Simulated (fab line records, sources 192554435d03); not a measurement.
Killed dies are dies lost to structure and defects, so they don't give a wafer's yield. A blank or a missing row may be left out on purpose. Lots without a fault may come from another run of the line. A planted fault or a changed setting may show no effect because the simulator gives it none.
fab line records | flow n5_finfet
record lots=6 wafers=18 last_day=18
route steps=1938 shown BEOL_M10@1529 BEOL_M11@1536 PASSIVATION@1936
lots that met no fault: from a run of the same line without faults
start_h: hours from the record's first day to the start of the lot's first wafer shown | wait_h: hours since the lot's step before | " the same as in the row above | L1.1+2: a row that stands for several wafers | - no value, or no start given | * or withheld: withheld | < > ~ a bound
route shown NAME@n: a module of which the file shows steps, and the number in the route of the first | usual: mean/standard deviation of fault-free wafers | same: alike in all rows | chamber/n: place in a boat | sites: the reading at each site | _std_site: their standard deviation | _edge_site: outer sites' mean less inner sites' | radius_mm: how far each site lies from the wafer's centre | mask NAME#n: copy n | behind: the tool/chamber that last shaped the wafer | hold: why the lot was held/for how many hours/how that ended | device: the transistor (n, p or np) that didn't switch | end of line: the same wafers' tests at the end of the route | a step without rows: its recipe alone | killed: dies lost to structure and defects at the first sort, not the wafer's yield | map: a wafer's dies, x killed, . not, _ none there
set.NAME: the setting as run; set.NAME@STEP: as run at that earlier step | model.NAME: the simulator's own value behind a step, which no gauge read
lots at some steps of the route; a table a step, a row a wafer
services: from which hour (start_h, from the record's first day; less than 0 if before it) a tool's chamber was out of use, for how many hours, and why
## steps
# step N5_BEOL_M10_ANNEAL_51
# recipe temp_c=225 time_s=90 ambient=N2
# usual wafer_temp_C_max=225.90/0.26
# columns lot.wafer tool chamber start_h wait_h wafer_temp_C_max
L915.1 rtp_anneal-01 0 251.44 0.1 225.87
L915.2 " 0 " " 226.10
L915.4 " 0 " " 225.75
L920.1 rtp_anneal-01 0 284.14 0.4 226.20
L920.2 " 0 " " 226.22
L920.4 " 0 " " 225.70
L926.2 rtp_anneal-02 0 302.11 0.2 226.01
L926.4 " 0 " " 225.69
L926.5 " 0 " " 226.11
L925.2 rtp_anneal-02 0 305.00 0.3 225.59
L925.4 " 0 " " 225.50
L925.6 " 0 " " 225.64
L935.3 rtp_anneal-02 0 386.25 0.1 225.77
L935.4 " 0 " " 225.87
L935.6 " 0 " " 226.24
L936.1 rtp_anneal-02 0 387.93 0.1 225.20
L936.4 " 0 " " 225.53
L936.6 " 0 " " 225.63
# step N5_BEOL_M10_CMP_52
# recipe stop_on=SiCOH_lowk t_overpolish_s=7 down_force_psi=1 platen_rpm=50 clearing_platen_down_force_psi=1.5 clearing_platen_rpm=50 post_cmp_clean=cu_alkaline target_thk_nm=140 clearing_platen_pad_velocity_m_s=0.99484 pad_velocity_m_s=0.99484
# usual barrier_field_endpoint_s=28.9/0.68 clearing_platen_rpm=49.998/0.025 motor_current_A=5.9/0.69 overpolish_run_s=7.001/0.0088 slurry_flow_ml_min=150.0/0.45 time_to_endpoint_s=66.7/2.9
# same t_overpolish_s=7
# columns lot.wafer tool chamber start_h wait_h barrier_field_endpoint_s clearing_platen_rpm motor_current_A overpolish_run_s slurry_flow_ml_min time_to_endpoint_s
L915.2 cmp-02 1 251.74 0.2 30.2 49.960 5.2 7.009 149.4 69.1
L915.4 " 2 " " 28.7 50.028 5.3 6.996 149.3 63.7
L915.1 " 3 " " 29.0 50.011 5.3 7.014 150.6 68.8
L920.1 cmp-01 1 284.45 0.3 28.8 49.966 6.6 6.998 149.8 66.0
L920.2 " 2 " " 29.1 49.975 6.8 7.000 150.3 67.7
L920.4 " 3 " " 29.2 49.974 6.4 7.011 149.6 62.2
L926.4 cmp-01 3 302.36 0.1 28.0 49.946 6.4 7.003 150.3 62.1
L926.2 " 1 " " 27.5 49.991 6.8 7.006 150.6 64.2
L926.5 " 3 " " 28.3 50.001 6.9 7.004 150.1 63.6
L925.2 cmp-01 1 305.29 0.2 29.1 49.977 6.6 7.002 150.3 61.6
L925.4 " 3 " " 28.8 50.017 6.3 6.993 150.1 62.4
L925.6 " 1 " " 28.9 49.978 6.5 6.988 150.2 61.2
L935.4 cmp-03 2 386.46 0.1 28.7 50.002 5.8 6.987 149.9 71.0
L935.3 " 1 " " 29.1 50.031 5.1 6.992 151.1 64.9
L935.6 " 2 " " 29.8 49.999 5.4 7.009 149.6 72.0
L936.1 cmp-03 3 388.38 0.4 28.5 49.978 5.5 6.999 150.3 66.8
L936.4 " 2 " " 30.2 50.025 5.6 6.991 149.6 70.8
L936.6 " 3 " " 28.6 49.977 5.6 7.017 150.4 64.0
# step N5_BEOL_M10_THK_MEAS_53
# recipe thk_meas_gauge=xrf reads=Cu_of_BEOL_M10_ECD_50
# usual M10_THK=140.2/2.4
# columns lot.wafer tool chamber start_h wait_h M10_THK[nm]
L915.1 film_metro-01 - 252.04 - 138.7
L915.2 " - " " 144.6
L915.4 " - " " 143.4
L920.1 film_metro-01 - 284.74 - 145.3
L920.2 " - " " 141.8
L920.4 " - " " 142.2
L926.2 film_metro-01 - 302.66 - 138.2
L926.4 " - " " 141.7
L926.5 " - " " 136.6
L925.2 film_metro-02 - 305.55 - 141.7
L925.4 " - " " 139.2
L925.6 " - " " 139.2
L935.3 film_metro-01 - 386.77 0.2 140.0
L935.4 " - " " 137.5
L935.6 " - " " 142.4
L936.1 film_metro-02 - 388.69 0.3 142.3
L936.4 " - " " 141.9
L936.6 " - " " 139.9
# step N5_BEOL_M10_PRE_CLEAN_55
# recipe gas=NH3 time_s=15 temp_c=withheld rf_power_w=300
# step N5_BEOL_M10_DEP_56
# recipe material=SiCN target_thk_a=150 temp_c=withheld precursor=3MS/NH3 pressure_torr=3 rf_w=202 time_s=26.5
# step N5_BEOL_M10_RS_MEAS_57
# recipe thk_meas_gauge=four-point-probe reads=Cu_of_BEOL_M10_ECD_50+Co_of_BEOL_M10_CVD_75+TaN_of_BEOL_M10_ALD_74
# usual M10_RS=0.1502/0.0028
# columns lot.wafer tool chamber start_h wait_h M10_RS[ohm/sq]
L915.1 film_metro-01 - 252.17 0.1 0.1520
L915.2 " - " " 0.1462
L915.4 " - " " 0.1473
L920.1 film_metro-02 - 284.88 0.1 0.1462
L920.2 " - " " 0.1500
L920.4 " - " " 0.1499
L926.2 film_metro-01 - 302.79 0.1 0.1516
L926.4 " - " " 0.1468
L926.5 " - " " 0.1528
L925.2 film_metro-02 - 305.68 0.1 0.1471
L925.4 " - " " 0.1500
L925.6 " - " " 0.1505
L935.3 film_metro-01 - 386.91 0.1 0.1504
L935.4 " - " " 0.1534
L935.6 " - " " 0.1476
L936.1 film_metro-02 - 388.83 0.1 0.1484
L936.4 " - " " 0.1489
L936.6 " - " " 0.1513
# step N5_BEOL_M10_INSPECT_58
# recipe inspect_instrument=darkfield mode=post_dep
# usual raw_defect_count=69/23
# columns lot.wafer tool chamber start_h wait_h raw_defect_count
L915.1 defect_inspect-02 - 252.20 0.0 41
L915.2 " - " " 49
L915.4 " - " " 31
L920.1 defect_inspect-02 - 284.90 0.0 55
L920.2 " - " " 56
L920.4 " - " " 48
L926.2 defect_inspect-01 - 302.82 0.0 35
L926.4 " - " " 62
L926.5 " - " " 76
L925.2 defect_inspect-02 - 305.71 0.0 56
L925.4 " - " " 146
L925.6 " - " " 74
L935.3 defect_inspect-02 - 386.93 0.0 69
L935.4 " - " " 73
L935.6 " - " " 72
L936.1 defect_inspect-01 - 388.86 0.0 71
L936.4 " - " " 57
L936.6 " - " " 98
# step N5_BEOL_M11_ILD_DEP_00
# recipe material=SiCOH_lowk target_thk_a=3085.1 temp_c=300 precursor=DEMS/porogen pressure_torr=5 rf_w=500 time_s=58
# usual heater_power_w=334/60 showerhead_plenum_p_Torr=5.732/0.013 throttle_valve_pct=14.1/0.89
# columns lot.wafer tool chamber start_h wait_h heater_power_w showerhead_plenum_p_Torr throttle_valve_pct
L915.1 pecvd-03 0 252.23 0.0 278 5.733 14.5
L915.2 " 2 " " 303 5.761 13.9
L915.4 " 2 " " 306 5.728 13.6
L920.1 pecvd-01 2 284.94 0.0 298 5.714 13.3
L920.2 " 0 " " 334 5.725 14.9
L920.4 " 2 " " 237 5.707 13.3
L926.2 pecvd-04 1 302.85 0.0 455 5.751 15.5
L926.4 " 1 " " 450 5.745 15.4
L926.5 " 0 " " 384 5.734 14.6
L925.2 pecvd-04 0 305.74 0.0 389 5.739 14.6
L925.4 " 1 " " 449 5.744 15.6
L925.6 " 2 " " 394 5.726 13.2
L935.3 pecvd-01 1 386.97 0.0 378 5.722 12.9
L935.4 " 1 " " 380 5.735 12.9
L935.6 " 0 " " 338 5.739 15.2
L936.1 pecvd-03 2 388.89 0.0 321 5.733 14.0
L936.4 " 2 " " 256 5.729 13.9
L936.6 " 2 " " 280 5.727 14.0
# step N5_BEOL_M11_CURE_71
# recipe temp_c=385 time_s=240 ambient=He/Ar material=SiCOH_lowk
# usual lamp_power_pct=52.31/0.053 wafer_temp_C_max=387.1/0.81
# columns lot.wafer tool chamber start_h wait_h lamp_power_pct wafer_temp_C_max
L915.1 uv_cure-03 1 252.34 0.1 52.31 387.4
L915.2 " 1 " " 52.36 387.4
L915.4 " 1 " " 52.29 387.2
L920.1 uv_cure-03 1 285.02 0.0 52.32 387.0
L920.2 " 1 " " 52.33 387.5
L920.4 " 1 " " 52.18 387.1
L926.2 uv_cure-01 2 303.01 0.1 52.31 387.2
L926.4 " 2 " " 52.35 386.7
L926.5 " 2 " " 52.33 386.2
L925.2 uv_cure-01 1 305.90 0.1 52.35 389.7
L925.4 " 1 " " 52.22 388.7
L925.6 " 1 " " 52.20 388.3
L935.3 uv_cure-03 0 387.21 0.2 52.31 387.5
L935.4 " 0 " " 52.23 387.4
L935.6 " 0 " " 52.35 388.1
L936.1 uv_cure-03 1 389.32 0.4 52.33 387.9
L936.4 " 1 " " 52.34 387.1
L936.6 " 1 " " 52.26 387.3
# step N5_BEOL_M11_THK_MEAS_01
# recipe reads=SiCOH_lowk_of_BEOL_M11_ILD_DEP_00
# usual M11_ILD_THK=267/3.7
# columns lot.wafer tool chamber start_h wait_h M11_ILD_THK[nm]
L915.1 film_metro-01 - 252.85 0.4 266
L915.2 " - " " 269
L915.4 " - " " 272
L920.1 film_metro-02 - 285.53 0.4 267
L920.2 " - " " 263
L920.4 " - " " 272
L926.2 film_metro-01 - 303.45 0.4 266
L926.4 " - " " 268
L926.5 " - " " 267
L925.2 film_metro-01 - 306.33 0.4 262
L925.4 " - " " 269
L925.6 " - " " 265
L935.3 film_metro-02 - 387.56 0.3 266
L935.4 " - " " 268
L935.6 " - " " 265
L936.1 film_metro-02 - 389.83 0.4 265
L936.4 " - " " 274
L936.6 " - " " 270
# step N5_BEOL_M11_PECVD_70
# recipe material=SiO2 target_thk_a=200 temp_c=400 precursor=TEOS/O2 pressure_torr=5.5 rf_w=450 teos_flow_sccm=53.8 gas=O2 flow_sccm=3000 time_s=22.7
# step N5_BEOL_M11_HM_DEP_02
# recipe material=TiN target_thk_a=200 temp_c=25 chamber_pressure_pa=0.49996
# usual chamber_pressure_pa=0.4998/0.001 throttle_valve_pct=30.2/1.1
# columns lot.wafer tool chamber start_h wait_h chamber_pressure_pa throttle_valve_pct
L915.1 pvd_sputter-01 - 254.59 1.7 0.4993 30.0
L915.2 " - " " 0.5004 30.9
L915.4 " - " " 0.4993 32.0
L920.1 pvd_sputter-01 - 286.24 0.6 0.4990 29.7
L920.2 " - " " 0.4987 32.1
L920.4 " - " " 0.5001 29.8
L926.2 pvd_sputter-02 - 304.21 0.7 0.4986 30.9
L926.4 " - " " 0.5003 28.1
L926.5 " - " " 0.4980 28.9
L925.2 pvd_sputter-02 - 307.07 0.7 0.5011 31.2
L925.4 " - " " 0.4994 28.1
L925.6 " - " " 0.5005 30.8
L935.3 pvd_sputter-01 - 389.09 1.5 0.4999 29.7
L935.4 " - " " 0.4984 29.6
L935.6 " - " " 0.4982 32.0
L936.1 pvd_sputter-01 - 390.31 0.4 0.5003 29.5
L936.4 " - " " 0.5004 31.9
L936.6 " - " " 0.5006 29.9
# step N5_BEOL_M11_COAT_59
# recipe resist=SOC temp_c=250 time_s=60 spin_rpm=1500 resist_thk_nm=100
# usual exhaust_pa=44.9/0.92 heater_power_total_W=500.5/1.8 plate_temp_C=250.01/0.17
# columns lot.wafer tool chamber start_h wait_h exhaust_pa heater_power_total_W plate_temp_C
L915.1 litho_track-02 0 254.71 0.1 44.8 501.4 249.83
L915.2 " 0 " " 45.3 503.0 249.70
L915.4 " 0 " " 45.5 499.5 249.84
L920.1 litho_track-04 0 286.36 0.1 45.1 498.3 249.92
L920.2 " 0 " " 45.4 501.6 249.86
L920.4 " 0 " " 45.6 497.6 249.77
L926.2 litho_track-04 0 304.33 0.1 44.7 518.5 256.27
L926.4 " 0 " " 43.4 512.7 256.38
L926.5 " 0 " " 44.4 517.7 256.26
L925.2 litho_track-04 0 307.21 0.1 44.1 515.9 256.34
L925.4 " 0 " " 45.2 519.3 256.52
L925.6 " 0 " " 44.1 519.0 256.49
L935.3 litho_track-03 0 389.22 0.1 48.2 498.6 250.10
L935.4 " 0 " " 46.2 497.9 249.98
L935.6 " 0 " " 45.9 500.1 249.85
L936.1 litho_track-02 0 390.44 0.1 44.9 501.7 250.09
L936.4 " 0 " " 45.0 499.3 249.92
L936.6 " 0 " " 46.2 498.2 249.96
# step N5_BEOL_M11_COAT_60
# recipe resist=SiARC temp_c=220 time_s=60 spin_rpm=1500 resist_thk_nm=30
# step N5_PASSIVATION_PROBE_49
# usual defect_limited_yield=91.2/1.4 killed_at_M0_to_M3=35/11 killed_at_M4_up=14/5.6 killed_at_contacts=12/5.6 killed_at_front_end=38/11 killed_at_other=4/3.4 killed_dies=103/17 killed_open=68/12 killed_short=33/8.8 sort_bin_5_function=5.1/0.89 sort_bin_6_memory=3.3/0.71 sort_n_pass=1077/17 sort_yield_pct=91.2/1.4
# same gross_dies=1180 killed_at_back_side=0 sort_bin_4_leakage[%]=0 sort_bin_8_speed[%]=0
# columns lot.wafer tool chamber start_h wait_h defect_limited_yield[%] killed_at_M0_to_M3 killed_at_M4_up killed_at_contacts killed_at_front_end killed_at_other killed_dies killed_open killed_short sort_bin_5_function[%] sort_bin_6_memory[%] sort_n_pass sort_yield_pct[%]
L920.1 prober-02 - 334.67 0.0 91.0 36 19 16 35 0 106 70 31 5.2 3.5 1074 91.0
L920.2 prober-02 - 334.72 0.1 92.4 33 11 8 33 5 90 57 29 4.4 2.9 1090 92.4
L920.4 prober-02 - 334.82 0.2 92.1 19 16 12 40 6 93 61 30 4.8 3.0 1087 92.1
L926.2 prober-02 - 353.17 0.1 90.0 33 5 17 58 5 118 72 46 6.7 3.0 1062 90.0
L926.4 prober-02 - 353.27 0.2 90.3 41 5 21 39 8 114 81 29 6.7 2.7 1066 90.3
L926.5 prober-02 - 353.32 0.2 90.9 23 9 23 41 11 107 66 37 5.8 3.3 1073 90.9
# killed by level:class
L920.1 MOL_CONTACT_COAG:geometric_particle:open=13 BEOL_M2:geometric_particle:open=13 STI_FIN_REVEAL:geometric_particle:open=8 FIN_SAQP:geometric_particle:open=6 BEOL_M1:geometric_particle:open=6 BEOL_M4:geometric_particle:open=6 BEOL_M0_SAQP:geometric_particle:short=5 BEOL_M4:geometric_particle:short=5
L920.2 BEOL_M1:geometric_particle:open=12 MOL_CONTACT_COAG:geometric_particle:open=7 STI_FIN_REVEAL:geometric_particle:open=6 DUMMY_GATE:geometric_particle:open=5 GATE_CUT:geometric_particle:open=5 BEOL_M3:geometric_particle:open=5 BEOL_M0_SAQP:geometric_particle:short=4 BEOL_M0_SAQP:geometric_particle:open=4
L920.4 STI_FIN_REVEAL:geometric_particle:open=12 FIN_SAQP:geometric_particle:open=9 BEOL_M4:geometric_particle:open=9 MOL_CONTACT_COAG:geometric_particle:open=7 MOL_CONTACT_COAG:geometric_particle:short=5 BEOL_M3:geometric_particle:open=4 FIN_SAQP:geometric_particle:short=3 BEOL_M0_SAQP:geometric_particle:short=3
L926.2 STI_FIN_REVEAL:geometric_particle:open=17 BEOL_M0_SAQP:geometric_particle:short=15 MOL_CONTACT_COAG:geometric_particle:open=13 GATE_CUT:geometric_particle:short=8 ILD0:geometric_particle:short=6 BEOL_M0_SAQP:geometric_particle:open=6 STI_FIN_REVEAL:geometric_particle:short=5 GATE_CUT:geometric_particle:open=5
L926.4 MOL_CONTACT_COAG:geometric_particle:open=16 STI_FIN_REVEAL:geometric_particle:open=12 BEOL_M1:geometric_particle:open=12 BEOL_M2:geometric_particle:open=11 FIN_SAQP:geometric_particle:short=6 MIM_TOP:geometric_particle:open=5 GATE_CUT:geometric_particle:short=4 BEOL_M0_SAQP:geometric_particle:open=4
L926.5 MOL_CONTACT_COAG:geometric_particle:open=18 DUMMY_GATE:geometric_particle:open=9 MIM_TOP_ETCH:geometric_particle:open=6 GATE_CUT:geometric_particle:short=5 STARTING-WAFER:geometric_particle:short=5 BEOL_M2:geometric_particle:open=5 FIN_SAQP:geometric_particle:short=4 MOL_CONTACT_COAG:geometric_particle:short=4
## services
# columns tool chamber start_h hours kind
cmp-01 - 240.40 0.8 repair
cmp-03 - 240.84 7.0 pm
pecvd-03 1 241.93 22.3 repair
pecvd-01 2 250.89 - calibration
uv_cure-03 - 256.83 2.1 pm
cmp-01 - 262.66 2.6 repair
cmp-01 - 269.90 1.7 repair
cmp-03 - 279.49 4.0 pm
pecvd-04 1 280.59 5.5 scheduled_down
pecvd-03 2 280.60 5.5 scheduled_down
pecvd-01 - 293.53 14.6 pm
pvd_sputter-02 - 310.46 4.5 repair
litho_track-04 - 318.65 - consumable_replace:filter
pvd_sputter-02 - 324.98 1.7 repair
uv_cure-03 - 340.72 1.1 repair
pvd_sputter-02 - 343.85 3.3 repair
cmp-01 - 351.43 0.8 repair
pecvd-03 - 361.79 0.8 repair
uv_cure-01 - 363.41 1.0 repair
cmp-03 - 370.38 0.9 repair
uv_cure-01 - 377.17 2.1 pm
pvd_sputter-01 - 379.91 5.9 repair
cmp-03 - 380.94 1.7 repair
cmp-02 - 388.37 6.2 pm
## key
first_sign step=N5_BEOL_M11_COAT_59 reading=plate_temp_C direction=up sigmas=37 usual=* struck=*
effect step=N5_BEOL_M11_COAT_59 reading=heater_power_total_W direction=up sigmas=9.5 usual=* struck=*
met_at N5_BEOL_M11_COAT_59
struck_wafers L925.2,L925.4,L925.6,L926.2,L926.4,L926.5
onset_between 286.36 304.33
fault kind=process_parameter_drift tool=litho_track-04 chamber=- onset_h=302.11 steps=N5_BEOL_M11_COAT_59 channel=temp_c offset=* shape=step end_h=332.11 acts_in=* stated=*
